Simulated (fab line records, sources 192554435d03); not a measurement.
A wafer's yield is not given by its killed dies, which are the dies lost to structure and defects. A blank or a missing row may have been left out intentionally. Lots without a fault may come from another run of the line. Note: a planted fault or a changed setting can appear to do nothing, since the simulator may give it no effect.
3 desks, one fault	flow n5 finfet	what lay behind the numbers comes last; until then each desk has only its own
Where a reading is given only as a bound, like >300, the bound stands for it, and a mean or a difference that rests on one is marked > or <: the true number lies beyond.

THE DEFECT DESK
Inspection counts along the route, by lot: the mean over sampled wafers that carry a number. Marked OUT: a lot whose mean sits more than 4 standard deviations from the usual mean, which makes it out of limits; the brackets give that distance.
Columns: A = raw defect count at N5_ZERO_LAYER_INSPECT_20, usual 39; B = raw defect count at N5_WELL_APT_INSPECT_10, usual 2.1; C = raw defect count at N5_WELL_APT_INSPECT_38, usual 14
lot	first seen here	A	B	C
L593	day 1 13:23	46	1.5	18
L594	day 1 19:29	37	2.0	13
L595	day 2 01:26	24	1.3	13
L600	day 3 07:26	40	1.7	16
L601	day 3 13:19	38	2.7	32
L606	day 4 19:29	176 (+7.6) OUT	>102 (>+67) OUT	141 (+21) OUT
L610	day 5 19:34	84	3.3	16
L615	day 7 01:39	30	3.0	14
This desk's finding: out of limits on L606; first on L606, day 4 19:29 (raw defect count at N5_ZERO_LAYER_INSPECT_20). Within limits: L593, L594, L595, L600, L601, L610, L615.

METROLOGY DESK
What the gauges read, lot by lot, whatever tool the lot ran on: means of the sampled wafers that have a number. Marked OUT: a lot whose mean sits more than 4 standard deviations from the usual mean, which makes it out of limits; the brackets give that distance. It has 11 readings; the 7 that lie furthest out on some lot are the ones shown.
Columns: A = DIBL_N at N5_BEOL_M4_RC_MEAS_101, usual 36.2 mV/V; B = IOFF_N at N5_BEOL_M4_RC_MEAS_101, usual 0.16 nA/um; C = IOFF_P at N5_BEOL_M4_RC_MEAS_101, usual 0.21 nA/um; D = ION_N at N5_BEOL_M4_RC_MEAS_101, usual 675 uA/um; E = SS_P at N5_BEOL_M4_RC_MEAS_101, usual 73.4 mV/dec; F = VT_N at N5_BEOL_M4_RC_MEAS_101, usual 249 mV; G = VT_P at N5_BEOL_M4_RC_MEAS_101, usual -252 mV
lot	first seen here	A	B	C	D	E	F	G
L593	day 1 13:44	37.8	0.17	0.20	674	73.5	247	-252
L594	day 1 19:49	35.7	0.15	0.21	673	73.3	251	-248
L595	day 2 01:53	38.4	0.20	0.27	685	73.7	246	-245
L600	day 3 07:47	36.1	0.16	0.20	670	73.2	248	-253
L601	day 3 13:40	38.8	0.25	0.29	698	74.4	242	-246
L606	day 4 19:49	35.6	0.15	0.19	670	73.0	249	-253
L610	day 5 19:53	35.8	0.15	0.18	667	72.9	249	-253
L615	day 7 02:07	37.3	0.18	0.23	685	73.9	248	-249
Finding of this desk: none of the 8 lots has anything out of limits.

AT THE TOOL OWNER'S DESK: plasma asher-01
The tool's own readings at N5_ZERO_LAYER_STRIP_24 (strips in O2): means of the sampled wafers that have a number, for each lot that ran on this tool. Marked OUT: a lot whose mean sits more than 4 standard deviations from the usual mean, which makes it out of limits; the brackets give that distance.
Columns: A = drypump motor current A at N5_ZERO_LAYER_STRIP_24, usual 5.9 A; B = heater power w at N5_ZERO_LAYER_STRIP_24, usual 371 W; C = oes product au at N5_ZERO_LAYER_STRIP_24, usual 0.647 a.u.; D = strip time to endpoint s at N5_ZERO_LAYER_STRIP_24, usual 43.85 s
lot	first seen here	A	B	C	D
L593	day 1 13:02	5.8	395	0.643	43.67
L595	day 2 01:03	5.8	387	0.642	43.76
L600	day 3 07:02	5.8	366	0.650	43.91
L606	day 4 19:04	5.9	384	0.653	43.95
Finding of this desk: none of the 4 lots has anything out of limits.

TAKEN TOGETHER
The defect desk could have raised an alarm at day 4 19:29, on L606.
The metrology desk saw nothing out of limits.
The tool owner's desk saw nothing out of limits.
The metrology desk has L606 on record, within its limits.
On record at the tool owner's desk: L606, within its limits.
Of the lots named, all ran N5_ZERO_LAYER_STRIP_24 on plasma asher-01.

WHAT THE SIMULATOR HAD INSERTED
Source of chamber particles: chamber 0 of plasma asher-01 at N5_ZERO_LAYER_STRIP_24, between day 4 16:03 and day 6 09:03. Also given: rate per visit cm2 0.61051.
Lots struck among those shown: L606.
Hours from the fault's start to each desk's first reading out of limits: the defect desk, 3.
